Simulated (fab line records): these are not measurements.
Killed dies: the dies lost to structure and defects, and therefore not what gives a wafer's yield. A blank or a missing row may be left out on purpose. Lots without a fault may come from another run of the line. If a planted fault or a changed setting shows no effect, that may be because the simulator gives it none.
fab line records	flow n5-finfet
[record] lots = 5	wafers = 15	last-day = 20
route steps=1938 shown BEOL_M3@998 BEOL_M4@1021 PASSIVATION@1936
lots that met no fault: taken from a fault-free run of the same line
start-h: start of the lot's first displayed wafer, in hours after the record's first day	wait-h: hours since the lot's step before	" same as the row above	L1.1+2: a single row standing in for several wafers	- no value, or no start given	* or withheld: withheld	< > ~ a bound
route shown NAME@n: a module of which the file shows steps, and the number in the route of the first	usual: average and standard deviation across the fault-free wafers	same: alike in all rows	chamber/n: place in a boat	sites: each site's reading	_std_site: how widely they spread, as a standard deviation	_edge_site: mean of outer sites minus mean of inner sites	radius-mm: how far each site lies from the wafer's centre	mask NAME#n: copy n	behind: the tool/chamber that last shaped the wafer	hold: the reason the lot was held/the length of the hold in hours/how it ended	device: the n, p or np transistor that did not switch	end of line: the route-end tests of the same wafers	for a step that has no rows: nothing shown but its recipe	killed: count of dies lost to structure and defects at first sort (not the wafer's yield)	map: the dies of a wafer, with x for killed, . for not killed, _ for no die there
set.NAME: the run value of the setting; set.NAME@STEP: its run value at that earlier step	model.NAME: the simulator's own value behind a step, which no gauge read
a table for each step, a row for each wafer; lots at some steps of the route
services: the hour from which a tool's chamber was out of use, counted from the record's first day as start-h (under 0 if before that day), plus the number of hours and why
[[steps]]
[step N5_BEOL_M3_SPUTTER_81]
[recipe] material = Cu	target-thk-a = 45	temp-c = -20	chamber-pressure-pa = 0.07	power-w = withheld	time-s = 8.29
[usual] substrate-temp-c = -20.01/0.1	throttle-valve-pct = 29.7/1.1
[same] time-s = 8.29
lot.wafer	tool	chamber	start-h	wait-h	substrate-temp-c	throttle-valve-pct
L759.2	pvd-sputter-02	-	226.43	0.1	-20.11	28.8
L759.4	"	-	"	"	-19.93	29.7
L759.6	"	-	"	"	-19.95	31.7
L761.1	pvd-sputter-01	-	233.75	0.1	-19.95	30.0
L761.2	"	-	"	"	-20.12	31.0
L761.4	"	-	"	"	-20.11	28.4
L766.1	pvd-sputter-03	-	275.35	0.1	-20.10	29.2
L766.4	"	-	"	"	-20.16	30.7
L766.5	"	-	"	"	-20.08	30.8
L776.3	pvd-sputter-02	-	347.23	0.1	-19.96	29.8
L776.5	"	-	"	"	-19.99	29.8
L776.6	"	-	"	"	-19.99	30.1
L778.1	pvd-sputter-03	-	351.77	0.1	-20.07	27.8
L778.2	"	-	"	"	-19.96	29.2
L778.3	"	-	"	"	-20.04	30.8
[step N5_BEOL_M3_ANNEAL_82]
[recipe] temp-c = 400	time-s = 240	ambient = vacuum
[step N5_BEOL_M3_SPUTTER_86]
[recipe] material = Cu	target-thk-a = 45	temp-c = -20	chamber-pressure-pa = 0.07	power-w = withheld	time-s = 8.29
[usual] substrate-temp-c = -20.00/0.11	throttle-valve-pct = 29.7/1.1
[same] time-s = 8.29
lot.wafer	tool	chamber	start-h	wait-h	substrate-temp-c	throttle-valve-pct
L759.2	pvd-sputter-02	-	226.65	0.1	-20.01	28.7
L759.4	"	-	"	"	-20.08	29.8
L759.6	"	-	"	"	-19.97	31.0
L761.1	pvd-sputter-01	-	233.97	0.1	-19.89	30.0
L761.2	"	-	"	"	-19.96	31.1
L761.4	"	-	"	"	-20.01	28.3
L766.1	pvd-sputter-03	-	275.57	0.1	-19.85	29.1
L766.4	"	-	"	"	-20.16	30.7
L766.5	"	-	"	"	-20.04	30.8
L776.3	pvd-sputter-02	-	347.45	0.1	-19.88	29.8
L776.5	"	-	"	"	-20.00	29.9
L776.6	"	-	"	"	-19.99	30.3
L778.1	pvd-sputter-03	-	351.99	0.1	-19.98	27.7
L778.2	"	-	"	"	-19.88	29.1
L778.3	"	-	"	"	-20.02	30.8
[step N5_BEOL_M3_ANNEAL_87]
[recipe] temp-c = 400	time-s = 240	ambient = vacuum
[step N5_BEOL_M3_SPUTTER_88]
[recipe] material = Cu	target-thk-a = 45	temp-c = -20	chamber-pressure-pa = 0.07	power-w = withheld	time-s = 8.29
[usual] substrate-temp-c = -20.00/0.1	throttle-valve-pct = 29.7/1.1
[same] time-s = 8.29
lot.wafer	tool	chamber	start-h	wait-h	substrate-temp-c	throttle-valve-pct
L759.2	pvd-sputter-02	-	226.87	0.1	-19.88	29.0
L759.4	"	-	"	"	-20.18	29.8
L759.6	"	-	"	"	-19.97	31.2
L761.1	pvd-sputter-01	-	234.19	0.1	-20.13	29.8
L761.2	"	-	"	"	-19.96	31.0
L761.4	"	-	"	"	-19.98	28.3
L766.1	pvd-sputter-03	-	275.79	0.1	-19.81	29.2
L766.4	"	-	"	"	-20.10	30.5
L766.5	"	-	"	"	-19.92	30.7
L776.3	pvd-sputter-02	-	347.67	0.1	-20.16	30.0
L776.5	"	-	"	"	-20.09	29.7
L776.6	"	-	"	"	-20.07	30.1
L778.1	pvd-sputter-03	-	352.21	0.1	-20.07	28.2
L778.2	"	-	"	"	-20.05	29.4
L778.3	"	-	"	"	-20.05	30.7
[step N5_BEOL_M3_ANNEAL_89]
[recipe] temp-c = 400	time-s = 240	ambient = vacuum
[step N5_BEOL_M3_SPUTTER_90]
[recipe] material = Cu	target-thk-a = 45	temp-c = -20	chamber-pressure-pa = 0.07	power-w = withheld	time-s = 8.29
[step N5_BEOL_M3_ANNEAL_91]
[recipe] temp-c = 400	time-s = 240	ambient = vacuum
[step N5_BEOL_M3_SPUTTER_92]
[recipe] material = Cu	target-thk-a = 45	temp-c = -20	chamber-pressure-pa = 0.07	power-w = withheld	time-s = 8.29
[step N5_BEOL_M3_ANNEAL_93]
[recipe] temp-c = 400	time-s = 240	ambient = vacuum
[usual] heater-power-w = 864/89
[same] time-s = 240
lot.wafer	tool	chamber	start-h	wait-h	heater-power-w
L759.2	pvd-sputter-02	-	227.39	0.0	864
L759.4	"	-	"	"	928
L759.6	"	-	"	"	805
L761.1	pvd-sputter-01	-	234.71	0.0	906
L761.2	"	-	"	"	1027
L761.4	"	-	"	"	845
L766.1	pvd-sputter-03	-	276.31	0.0	704
L766.4	"	-	"	"	726
L766.5	"	-	"	"	733
L776.3	pvd-sputter-02	-	348.19	0.0	935
L776.5	"	-	"	"	976
L776.6	"	-	"	"	938
L778.1	pvd-sputter-03	-	352.73	0.0	747
L778.2	"	-	"	"	735
L778.3	"	-	"	"	731
[step N5_BEOL_M3_SPUTTER_94]
[recipe] material = Cu	target-thk-a = 45	temp-c = -20	chamber-pressure-pa = 0.07	power-w = withheld	time-s = 8.29
[step N5_BEOL_M3_ANNEAL_95]
[recipe] temp-c = 400	time-s = 240	ambient = vacuum
[step N5_BEOL_M3_SPUTTER_96]
[recipe] material = Cu	target-thk-a = 45	temp-c = -20	chamber-pressure-pa = 0.07	power-w = withheld	time-s = 8.29
[usual] substrate-temp-c = -20.00/0.1	throttle-valve-pct = 29.7/1.1
[same] time-s = 8.29
lot.wafer	tool	chamber	start-h	wait-h	substrate-temp-c	throttle-valve-pct
L759.2	pvd-sputter-02	-	227.75	0.1	-20.02	29.1
L759.4	"	-	"	"	-19.79	29.8
L759.6	"	-	"	"	-19.80	31.4
L761.1	pvd-sputter-01	-	235.07	0.1	-20.00	29.9
L761.2	"	-	"	"	-20.10	31.1
L761.4	"	-	"	"	-20.08	28.6
L766.1	pvd-sputter-03	-	276.67	0.1	-19.96	29.1
L766.4	"	-	"	"	-19.93	30.8
L766.5	"	-	"	"	-20.00	30.4
L776.3	pvd-sputter-02	-	348.55	0.1	-20.03	29.8
L776.5	"	-	"	"	-19.96	29.9
L776.6	"	-	"	"	-20.15	30.3
L778.1	pvd-sputter-03	-	353.09	0.1	-19.87	28.1
L778.2	"	-	"	"	-20.13	29.1
L778.3	"	-	"	"	-20.05	30.8
[step N5_BEOL_M3_ECD_50]
[recipe] material = Cu	target-thk-a = 3000
[step N5_BEOL_M3_ANNEAL_51]
[recipe] temp-c = 225	time-s = 90	ambient = N2
[step N5_BEOL_M3_CMP_52]
[recipe] stop-on = SiOC	t-overpolish-s = 6.8	down-force-psi = 1	platen-rpm = 50	clearing-platen-down-force-psi = 1.5	clearing-platen-rpm = 50	post-cmp-clean = cu-alkaline	target-thk-nm = 40	clearing-platen-pad-velocity-m-s = 0.99484	pad-velocity-m-s = 0.99484
[step N5_BEOL_M3_PRE_CLEAN_60]
[recipe] gas = NH3/H2	time-s = 15	temp-c = *	rf-power-w = 300
[step N5_BEOL_M3_CO_CAP_55]
[recipe] material = Co	target-thk-a = 20	temp-c = 200	precursor = CCTBA/H2	pressure-torr = 30	time-s = 102.1
[step N5_BEOL_M3_PRE_CLEAN_56]
[recipe] gas = NH3	time-s = 15	temp-c = withheld	rf-power-w = 300
[step N5_BEOL_M3_DEP_57]
[recipe] material = SiCN	target-thk-a = 80	temp-c = withheld	precursor = 3MS/NH3	pressure-torr = 3	rf-w = 202	time-s = 14
[step N5_BEOL_M3_RS_MEAS_58]
[recipe] thk-meas-gauge = four-point-probe	reads = Co_of_BEOL_M3_CO_CAP_55+Cu_of_BEOL_M3_ECD_50+Co_of_BEOL_M3_CVD_47+TaN_of_BEOL_M3_ALD_84
[usual] M3_RS = 0.68/0.032
lot.wafer	tool	chamber	start-h	wait-h	M3_RS[ohm/sq]
L759.2	film-metro-01	-	228.83	0.1	0.68
L759.4	"	-	"	"	0.66
L759.6	"	-	"	"	0.65
L761.1	film-metro-02	-	236.32	0.0	0.71
L761.2	"	-	"	"	0.69
L761.4	"	-	"	"	0.65
L766.1	film-metro-01	-	277.95	0.0	0.69
L766.4	"	-	"	"	0.67
L766.5	"	-	"	"	0.66
L776.3	film-metro-02	-	349.60	0.1	0.76
L776.5	"	-	"	"	0.71
L776.6	"	-	"	"	0.66
L778.1	film-metro-02	-	354.20	0.0	0.72
L778.2	"	-	"	"	0.69
L778.3	"	-	"	"	0.66
[step N5_BEOL_M4_ILD_DEP_00]
[recipe] material = SiOC	target-thk-a = 790	temp-c = 350	precursor = DEMS/O2	pressure-torr = 5	rf-w = 500	time-s = 15.3
[step N5_BEOL_M4_THK_MEAS_01]
[recipe] reads = SiOC_of_BEOL_M4_ILD_DEP_00
[usual] M4_ILD_THK = 79.0/0.93
lot.wafer	tool	chamber	start-h	wait-h	M4_ILD_THK[nm]
L759.2	film-metro-02	-	228.96	0.1	79.5
L759.4	"	-	"	"	80.5
L759.6	"	-	"	"	80.5
L761.1	film-metro-01	-	236.45	0.0	78.6
L761.2	"	-	"	"	78.1
L761.4	"	-	"	"	79.7
L766.1	film-metro-01	-	278.08	0.0	78.6
L766.4	"	-	"	"	79.0
L766.5	"	-	"	"	79.7
L776.3	film-metro-02	-	349.73	0.1	78.6
L776.5	"	-	"	"	79.5
L776.6	"	-	"	"	80.4
L778.1	film-metro-02	-	354.34	0.1	78.1
L778.2	"	-	"	"	79.1
L778.3	"	-	"	"	80.0
[step N5_BEOL_M4_PECVD_72]
[recipe] material = SiO2	target-thk-a = 160	temp-c = 400	precursor = TEOS/O2	pressure-torr = 5.5	rf-w = 450	teos-flow-sccm = 53.8	gas = O2	flow-sccm = 3000	time-s = 18
[step N5_BEOL_M4_HM_DEP_02]
[recipe] material = TiN	target-thk-a = 200	temp-c = 25	chamber-pressure-pa = 0.49996
[step N5_BEOL_M4_COAT_61]
[recipe] resist = SOC	temp-c = 250	time-s = 60	spin-rpm = 1500	resist-thk-nm = 60
[step N5_BEOL_M4_COAT_62]
[recipe] resist = SiARC	temp-c = 220	time-s = 60	spin-rpm = 1500	resist-thk-nm = 12
[step N5_BEOL_M4_COAT_73]
[recipe] resist = underlayer	temp-c = 205	time-s = 60	spin-rpm = 1500	resist-thk-nm = 5
[step N5_BEOL_M4_COAT_05]
[recipe] resist = CAR-EUV	spin-rpm = 1500	resist-thk-nm = 30
[step N5_BEOL_M4_EBR_07]
[recipe] solvent = PGMEA	ebr-width-mm = 1.5
[step N5_BEOL_M4_SOFTBAKE_06]
[recipe] temp-c = 110	time-s = 60	resist = CAR-EUV
[step N5_BEOL_M4_EXPOSE_08]
[recipe] mask-id = M4	na = 0.33	source-shape = dipole	sigma-inner = 0.369	sigma-outer = 0.767	polarization = unpolarized	dose-mj = 41.25
[step N5_BEOL_M4_PEB_09]
[recipe] peb-temp-c = 100	peb-time-s = 60	resist = CAR-EUV
[step N5_BEOL_M4_DEVELOP_10]
[recipe] develop-time-s = 30	developer = TMAH	resist = CAR-EUV	rinse-liquid = surfactant-rinse	dry = air-spin	dev-temp-c = 23
[step N5_BEOL_M4_CD_MEAS_11]
[recipe] target-cd-nm = 16.79	landing-energy-ev = 500	detector = se-inlens	polarity = opening
[usual] cd-nm = 16.75/0.26
lot.wafer	tool	chamber	start-h	wait-h	cd-nm
L759.2	cd-sem-02	0	230.14	-	16.67
L759.4	"	0	"	"	16.54
L759.6	"	0	"	"	16.74
L761.1	cd-sem-03	0	238.36	-	17.01
L761.2	"	0	"	"	16.55
L761.4	"	0	"	"	16.84
L766.1	cd-sem-01	0	279.89	-	17.12
L766.4	"	0	"	"	16.60
L766.5	"	0	"	"	17.06
L776.3	cd-sem-01	0	350.98	-	16.36
L776.5	"	0	"	"	16.42
L776.6	"	0	"	"	16.75
L778.1	cd-sem-01	0	355.25	-	16.96
L778.2	"	0	"	"	16.75
L778.3	"	0	"	"	16.96
[step N5_BEOL_M4_OVL_MEAS_12]
[recipe] points-per-wafer = 522
[usual] M4_OVL = -0.1/0.7
lot.wafer	tool	chamber	start-h	wait-h	M4_OVL[nm]
L759.2	overlay-02	0	230.17	0.0	-0.3
L759.4	"	0	"	"	-0.7
L759.6	"	0	"	"	0.3
L761.1	overlay-02	0	238.39	0.0	0.2
L761.2	"	0	"	"	1.8
L761.4	"	0	"	"	0.9
L766.1	overlay-01	0	279.93	0.0	0.5
L766.4	"	0	"	"	0.0
L766.5	"	0	"	"	-0.1
L776.3	overlay-01	0	351.02	0.0	-0.8
L776.5	"	0	"	"	-0.7
L776.6	"	0	"	"	-0.3
L778.1	overlay-02	0	355.28	0.0	1.1
L778.2	"	0	"	"	0.3
L778.3	"	0	"	"	0.4
[step N5_BEOL_M4_DESCUM_16]
[recipe] chemistry = O2	time-s = 7	source-power-w = 50	bias-power-w = 20	pressure-mtorr = 20	rf-frequency-hz = 2.712e+07	temp-c = 40	resist = CAR-EUV	o2-flow-sccm = 225
[step N5_BEOL_M4_ETCH_74]
[recipe] chemistry = N2/H2	target = underlayer	target-depth-a = 65	mask-material = CAR-EUV	time-s = 5.2	ion-energy-ev = 200	pressure-mtorr = 30	source-w = 840	bias-w = 150	n2-flow-sccm = 200	h2-flow-sccm = 200	ends = cleared
[usual] bias-w = 149.9/0.46	drypump-motor-current-A = 5.8/0.41	etch-rf-on-time-s = 5.17/0.056	oes-product-au = 0.66/0.051	rf-vpp-V = 524.9/2.2	showerhead-plenum-p-Torr = 2.58/0.069	throttle-valve-pct = 17.92/0.24
lot.wafer	tool	chamber	start-h	wait-h	bias-w	drypump-motor-current-A	etch-rf-on-time-s	oes-product-au	rf-hours-counter-h	rf-vpp-V	showerhead-plenum-p-Torr	throttle-valve-pct
L759.2	rie-diel-01	2	230.29	0.0	149.6	6.3	5.08	0.72	73	522.6	2.47	17.94
L759.4	"	0	"	"	149.4	5.8	5.20	0.70	79	527.2	2.68	17.94
L759.6	"	3	"	"	149.9	5.6	5.10	0.65	-	524.7	2.54	18.02
L761.1	rie-diel-01	1	238.62	0.0	150.0	5.8	5.06	0.68	97	523.3	2.57	17.82
L761.2	"	3	"	"	150.9	5.6	5.19	0.65	148	524.2	2.54	18.00
L761.4	"	2	"	"	149.4	6.2	5.04	0.71	75	522.2	2.47	17.92
L766.1	rie-diel-01	0	280.16	0.0	149.1	5.7	5.23	0.69	95	527.6	2.67	17.95
L766.4	"	2	"	"	150.7	6.3	5.20	0.68	92	520.7	2.46	17.93
L766.5	"	2	"	"	150.4	6.2	5.21	0.69	-	522.2	2.46	17.95
L776.3	rie-diel-06	2	351.23	0.0	149.9	5.0	5.20	0.58	229	525.8	2.62	17.92
L776.5	"	3	"	"	149.5	5.9	5.17	0.60	-	522.6	2.51	17.87
L776.6	"	2	"	"	150.0	5.1	5.20	0.59	-	525.3	2.62	17.92
L778.1	rie-diel-01	3	355.41	0.0	149.1	5.6	5.21	0.62	196	524.3	2.52	18.08
L778.2	"	1	"	"	149.5	5.7	5.07	0.67	139	523.1	2.55	17.91
L778.3	"	2	"	"	150.2	6.2	5.06	0.68	124	521.5	2.45	18.03
[step N5_BEOL_M4_ETCH_63]
[recipe] chemistry = CF4	target = SiARC	target-depth-a = 156	mask-material = CAR-EUV	time-s = 26	ion-energy-ev = 80	pressure-mtorr = 40	source-w = 545	bias-w = 36	Ar_flow_sccm = 100	cf4-flow-sccm = 100	ends = cleared
[step N5_PASSIVATION_PROBE_49]
[usual] defect-limited-yield = 91.2/1.3	killed_at_M0_to_M3 = 34/9.2	killed_at_M4_up = 14/5	killed-at-contacts = 13/6.7	killed-at-front-end = 39/12	killed-at-other = 4/3.3	killed-dies = 104/15	killed-on-rim = 14/3.7	killed-open = 68/12	killed-short = 34/7.5	sort_bin_5_function = 5.2/0.87	sort_bin_6_memory = 3.3/0.63	sort-n-pass = 1076/15	sort-yield-pct = 91.2/1.3
[same] gross-dies = 1180	killed-at-back-side = 0	sort_bin_4_leakage[%] = 0	sort_bin_8_speed[%] = 0
lot.wafer	tool	chamber	start-h	wait-h	defect-limited-yield[%]	killed_at_M0_to_M3	killed_at_M4_up	killed-at-contacts	killed-at-front-end	killed-at-other	killed-dies	killed-on-rim	killed-open	killed-short	sort_bin_5_function[%]	sort_bin_6_memory[%]	sort-n-pass	sort-yield-pct[%]
L776.3	prober-01	-	461.63	0.1	87.7	84	13	10	34	4	145	27	59	40	7.5	2.8	1035	87.7
L776.5	prober-01	-	461.73	0.2	88.9	85	12	6	20	8	131	33	49	34	5.8	3.1	1049	88.9
// killed by level:class
L776.3 BEOL_M3:unspecified=43 BEOL_M0_SAQP:geometric-particle:open=12 BEOL_M3:geometric-particle:open=10 BEOL_M0_SAQP:geometric-particle:short=9 MOL_CONTACT_COAG:geometric-particle:open=7 STARTING-WAFER:geometric-particle:short=7 GATE_CUT:geometric-particle:short=6 BEOL_M3:geometric-particle:short=4
L776.5 BEOL_M3:unspecified=47 BEOL_M0_SAQP:geometric-particle:short=8 BEOL_M0_SAQP:geometric-particle:open=8 BEOL_M3:geometric-particle:open=6 BEOL_M2:geometric-particle:open=6 FIN_SAQP:geometric-particle:open=4 FIN_SAQP:geometric-particle:short=4 STI_FIN_REVEAL:geometric-particle:open=4
// map L776.3 (x killed, . not)
_________________..x.x.......________________
______________.................._____________
___________..............x.........__________
__________..x.....................x._________
________............x.x..x............_______
_______..........x...............x.....______
______..........x......................x_____
_____...........x........x...............____
____...........xx...x..x..x......x........___
___......x.....x...x..................x....__
___....x..............x...........x........__
__.x....x..............x.............x......_
__....x.x...x.x.......x........x.x.x........_
_................x.....................x.....
_......x..xx..........x..x.x......x.x.......x
_.x....................................x...xx
_.x.................x.........x...x....xx.xxx
_...........x..x....x.....x............x.xxxx
_.............................x......x.x.xxxx
_....x..x..x......x.................x.x.xxxxx
_x..............................xx..xx.xxxxxx
__...........x.x.......................xxxxx_
__x.....................................xxxx_
___...............x.......x............xxxx__
___.....xx....x..................x......xxx__
____x.................x.........x....x..xx___
_____x...........x...........x.....x.....____
______.x..................x..x....x....._____
_______.....................x..........______
________..........x..........x........_______
__________.............x............_________
___________........................__________
______________.x................_____________
_________________............________________
// map L759.4 (x killed, . not)
_________________............________________
______________.................._____________
___________..x.................x...__________
__________x.........x....xx...x....._________
________x............x...............x_______
_______.x............x....x............______
______........xxx............x......x.x._____
_____x...x.x..............x..............____
____...................x......x........x..___
___..x....................x.........x......__
___.....................x.......x.........x__
__...................x....x........x........_
__......x..x..................xx............_
_....x...x......................x............
_xx.......x.....................x.......x....
_.x.........x............................x.x.
_...x......x..............xx.........xx....xx
_.................................x.x.....x..
_.xxx...........x......x.........x..x.......x
_.......x.x...........x...xxxx..........x....
_......x...x....x...x...............x.x......
__.....................xx..............x...._
__.........xx.................x...x........._
___.x.......x.......x............xx........__
___..x.....x....x....x.....................__
____.x........x.....x..........x..........___
_____.....x.........x....................____
______........x....x.....x.xx..x........_____
_______...x.....x.........x........x..x______
________.............x.x.....x.x......_______
__________......x....x......x.x....x_________
___________..xx....................__________
______________..xx...x....x....._____________
_________________............________________
[[services]]
tool	chamber	start-h	hours	kind
pvd-sputter-02	-	202.44	2.8	repair
pvd-sputter-03	-	211.08	3.7	repair
rie-diel-06	1	214.42	9.5	repair
rie-diel-01	-	234.77	2.8	pm
rie-diel-06	3	258.10	3.1	repair
rie-diel-06	1	301.28	8.3	repair
rie-diel-06	-	310.71	2.8	pm
rie-diel-01	0	311.39	14.6	repair
rie-diel-01	1	323.83	2.3	repair
rie-diel-01	1	337.50	9.0	repair
[[key]]
[first-sign] step = N5_PASSIVATION_PROBE_49	reading = killed_at_M0_to_M3	direction = up	sigmas = 5.5	usual = 34	struck = 84
[effect] step = N5_PASSIVATION_PROBE_49	reading = killed-on-rim	direction = up	sigmas = 4.4	usual = 14	struck = 30
[more-kills-born-at] N5_BEOL_M3_SPUTTER_96@pvd-sputter-02 = 90
met-at N5_BEOL_M3_SPUTTER_96
struck-wafers L776.3,L776.5
onset-between 227.75 348.55
[fault] kind = chamber-particle-source	tool = pvd-sputter-02	chamber = -	onset-h = 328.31	steps = N5_BEOL_M3_SPUTTER_96	rate-per-visit-cm2 = 2.0565	end-h = 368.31	scope = struck-wafers-only
